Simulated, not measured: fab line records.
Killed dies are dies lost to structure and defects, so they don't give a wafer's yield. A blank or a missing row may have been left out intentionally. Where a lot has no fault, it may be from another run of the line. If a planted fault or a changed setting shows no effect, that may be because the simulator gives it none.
Chamber matching    flow n5Finfet    N5_BEOL_M7_STRIP_67 on rieDiel-02: 4 sister chambers
The step strips in CF4. 14 wafers are shown with their chamber, then 7 later ones without.

## WAFERS WITH THEIR CHAMBER
wafer   chamber  showerheadPlenumPTorr (Torr)  oesProductAu (a.u.)  throttleValvePct (%)
L076.1  0        1.77                          0.71                 13.72
L076.3  1        1.75                          0.95                 13.34
L076.5  1        1.75                          0.94                 13.30
L083.3  1        1.75                          0.92                 13.34
L083.4  3        1.84                          0.68                 13.72
L083.5  3        1.84                          0.68                 13.71
L084.4  0        1.76                          0.70                 13.73
L084.5  1        1.75                          0.92                 13.36
L084.6  0        1.76                          0.70                 13.76
L086.1  3        1.84                          0.68                 13.71
L086.2  0        1.76                          0.70                 13.76
L086.6  3        1.84                          0.68                 13.72
L089.1  0        1.76                          0.69                 13.77
L089.3  2        1.76                          0.88                 13.50

SIGNATURES (means of the wafers above)
reading                chamber 0  chamber 1  chamber 2  chamber 3  scatter within a chamber
showerheadPlenumPTorr  1.7620     1.7500     1.7600     1.8400     0.00283
oesProductAu           0.7000     0.9325     0.8800     0.6800     0.00935
throttleValvePct       13.7480    13.3350    13.5000    13.7150    0.0197
Rule: for each reading, subtract the chamber's mean from the wafer's reading, divide by that reading's scatter and square the result; add these up over the readings and take the root, which gives the wafer's distance from the chamber. The wafer belongs to the nearest chamber; if the next one is less than 2 further off, it can't be placed. The scatter: take each reading less its chamber's mean, square it, sum over the shown wafers, divide by the number of wafers less the number of chambers, and take the root.

## WAFERS WHOSE CHAMBER IS MISSING
wafer   showerheadPlenumPTorr (Torr)  oesProductAu (a.u.)  throttleValvePct (%)
L089.6  1.76                          0.69                 13.76
L091.1  1.83                          0.67                 13.74
L091.2  1.76                          0.87                 13.52
L091.6  1.74                          0.89                 13.37
L095.1  1.83                          0.67                 13.80
L095.4  1.76                          0.86                 13.52
L095.5  1.74                          0.87                 13.39

## EACH ONE'S CHAMBER
wafer   from the rows above      in truth
L089.6  0                        0
L091.1  3                        3
L091.2  2                        2
L091.6  1                        1
L095.1  3                        3
L095.4  2                        2
L095.5  can't be placed: 1 or 2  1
Placed correctly: 6 of 7. Not placeable from these rows: 1 (in 1, the candidates include the true chamber). 0 placed wrongly.
